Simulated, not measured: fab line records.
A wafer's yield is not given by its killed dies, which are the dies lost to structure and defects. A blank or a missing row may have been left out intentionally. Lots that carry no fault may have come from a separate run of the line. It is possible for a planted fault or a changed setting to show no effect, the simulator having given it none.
Chamber matching	flow nand_harc	rie_diel-06 running NHARC_P_GATE_ETCH_104: 4 sister chambers
The step etches the open film in CF4/CHF3, target depth 60 nm. 8 wafers are shown with their chamber, then 7 later ones without.

WAFERS PAIRED WITH THEIR CHAMBERS
wafer	chamber	drypump_motor_current_A (A)	rf_vpp_V (V)
L682.4	2	6.5	370.0
L691.5	0	6.0	369.2
L693.3	0	5.9	369.8
L695.1	1	5.7	370.6
L695.3	2	6.5	370.6
L695.5	3	5.7	370.5
L698.1	3	5.6	371.7
L698.2	1	5.7	369.9

WAFERS WHOSE CHAMBER IS MISSING
wafer	drypump_motor_current_A (A)	rf_vpp_V (V)
L698.4	5.7	368.3
L700.2	5.7	371.8
L700.4	6.5	370.9
L700.6	6.5	369.1
L702.3	6.5	370.7
L702.4	6.0	369.5
L702.5	5.7	369.7

EACH ONE'S CHAMBER
wafer	from the rows above	in truth
L698.4	can't be placed: 1 or 3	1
L700.2	can't be placed: 3 or 1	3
L700.4	2	2
L700.6	2	2
L702.3	2	2
L702.4	0	0
L702.5	can't be placed: 1 or 3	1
Correctly placed: 4 of 7. These rows do not allow placing 3 (true chamber among the candidates in 3). Wrongly placed: 0.
How it was worked out, from the rows above alone: a wafer's distance from a chamber is the root of the sum, over the readings, of the square of ((its reading less the chamber's mean) divided by the reading's scatter). If the next closest chamber is less than 2 further off than the closest, the wafer can't be placed; otherwise it belongs to the closest. For every chamber, the mean is computed from those of its wafers that are shown. The scatter is the square root of a quotient: the sum, over the shown wafers, of each reading's squared deviation from its chamber's mean, divided by wafers minus chambers.
